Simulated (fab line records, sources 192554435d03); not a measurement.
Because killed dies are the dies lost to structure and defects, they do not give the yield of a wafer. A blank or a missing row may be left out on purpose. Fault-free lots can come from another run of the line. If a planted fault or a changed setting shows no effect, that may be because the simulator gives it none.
Check for tools in common	flow n5 finfet	Lots sampled 9, wafers sampled 27

REASON IT WAS OPENED
N5_BEOL_M15_THK_MEAS_50, reading M15_THK: flagged on 4 of 9 lots. Wafers without a fault read 843 nm, standard deviation 20.
Rule: a lot is flagged when every wafer of it that has a number lies more than 4 standard deviations from that mean, or none has a number. The other lots count as sound.

lot	measured	on	M15_THK (nm), wafer by wafer	flag
L893	day 10 23:45	film metro-01	855 819 847	
L895	day 11 17:42	film metro-01	876 849 881	
L894	day 11 21:31	film metro-02	835 826 842	
L896	day 12 08:35	film metro-02	845 868 873	
L898	day 12 19:04	film metro-02	850 827 855	
L909	day 15 18:19	film metro-02	588 578 606	FLAGGED
L910	day 15 21:24	film metro-02	596 582 584	FLAGGED
L911	day 15 21:28	film metro-02	594 589 577	FLAGGED
L912	day 16 08:43	film metro-01	581 598 576	FLAGGED
The numbers of the flagged lots are 587 nm on average: -256 nm against the usual, or -13 standard deviations.

TOOL THAT RAN EACH LOT
The record holds 3 process steps before the reading, out of a route of 1938 steps. Read each cell as the tool, then ch plus the chambers that the sampled wafers visited, then the start.
lot	flag	N5_BEOL_M15_ILD_DEP_00	N5_BEOL_M15_TRENCH_ETCH_34	N5_BEOL_M15_ETCH_38
L893		pecvd-04 ch 0,1,2, day 10 17:17	rie diel-06 ch 0,1,3, day 10 20:04	rie diel-05 ch 1,2,3, day 10 23:45 or earlier
L895		pecvd-02 ch 0,2, day 11 12:08	rie diel-06 ch 2,3, day 11 14:36	rie diel-06 ch 2,3, day 11 17:42 or earlier
L894		pecvd-01 ch 0,1,2, day 11 16:17	rie diel-05 ch 0,1,3, day 11 18:46	rie diel-02 ch 0,1,3, day 11 21:31 or earlier
L896		pecvd-02 ch 0,1, day 11 23:36	rie diel-06 ch 0,1,3, day 12 01:56	rie diel-05 ch 0,1,3, day 12 08:35 or earlier
L898		pecvd-02 ch 0,1,2, day 12 14:34	rie diel-05 ch 0,1,3, day 12 17:13	rie diel-02 ch 0,1, day 12 19:04 or earlier
L909	FLAGGED	pecvd-02 ch 0,1,2, day 15 12:21	rie diel-06 ch 0,2,3, day 15 14:45	rie diel-05 ch 0,1,2, day 15 18:19 or earlier
L910	FLAGGED	pecvd-02 ch 0,1,2, day 15 15:14	rie diel-05 ch 0,2, day 15 18:18	rie diel-06 ch 2,3, day 15 21:24 or earlier
L911	FLAGGED	pecvd-02 ch 1,2, day 15 15:31	rie diel-02 ch 1,3, day 15 18:26	rie diel-02 ch 0,1, day 15 21:28 or earlier
L912	FLAGGED	pecvd-01 ch 0,2, day 16 02:37	rie diel-06 ch 1,2,3, day 16 05:25	rie diel-06 ch 2,3, day 16 08:43 or earlier
What is done by these steps:
- N5_BEOL_M15_ILD_DEP_00: deposits SiO2 from TEOS/O2, target thk 1629.3 nm, time 346.1 s.
- N5_BEOL_M15_TRENCH_ETCH_34: etches SiO2 in C4F8/O2/Ar, target depth 872.93 nm, time 199 s.
- N5_BEOL_M15_ETCH_38: etches SiCN in CF4/N2, target depth 106.4 nm, time 120.5 s.
- N5_BEOL_M15_THK_MEAS_50: measures by xrf.

FLAGGED AGAINST TOTAL, ONE TOOL AT A TIME (gauges that did the reading follow at the end)
step	tool	lots run	flagged	share of the flagged lots	sound lots run after its first flagged lot
N5_BEOL_M15_ILD_DEP_00	pecvd-01	2	1	some	0
N5_BEOL_M15_ILD_DEP_00	pecvd-02	6	3	some	0
N5_BEOL_M15_ILD_DEP_00	pecvd-04	1	0	none	-
N5_BEOL_M15_TRENCH_ETCH_34	rie diel-02	1	1	some	0
N5_BEOL_M15_TRENCH_ETCH_34	rie diel-05	3	1	some	0
N5_BEOL_M15_TRENCH_ETCH_34	rie diel-06	5	2	some	0
N5_BEOL_M15_ETCH_38	rie diel-02	3	1	some	0
N5_BEOL_M15_ETCH_38	rie diel-05	3	1	some	0
N5_BEOL_M15_ETCH_38	rie diel-06	3	2	some	0
N5_BEOL_M15_THK_MEAS_50	film metro-01	3	1	some	0
N5_BEOL_M15_THK_MEAS_50	film metro-02	6	3	some	0
With no start given for some of its lots, N5_BEOL_M15_ETCH_38 uses the hours and lot order of N5_BEOL_M15_THK_MEAS_50.

WHAT IS ALLOWED BY THE TABLE
No row of the table ran every flagged lot.

WHAT THE SIMULATOR HAD PUT IN
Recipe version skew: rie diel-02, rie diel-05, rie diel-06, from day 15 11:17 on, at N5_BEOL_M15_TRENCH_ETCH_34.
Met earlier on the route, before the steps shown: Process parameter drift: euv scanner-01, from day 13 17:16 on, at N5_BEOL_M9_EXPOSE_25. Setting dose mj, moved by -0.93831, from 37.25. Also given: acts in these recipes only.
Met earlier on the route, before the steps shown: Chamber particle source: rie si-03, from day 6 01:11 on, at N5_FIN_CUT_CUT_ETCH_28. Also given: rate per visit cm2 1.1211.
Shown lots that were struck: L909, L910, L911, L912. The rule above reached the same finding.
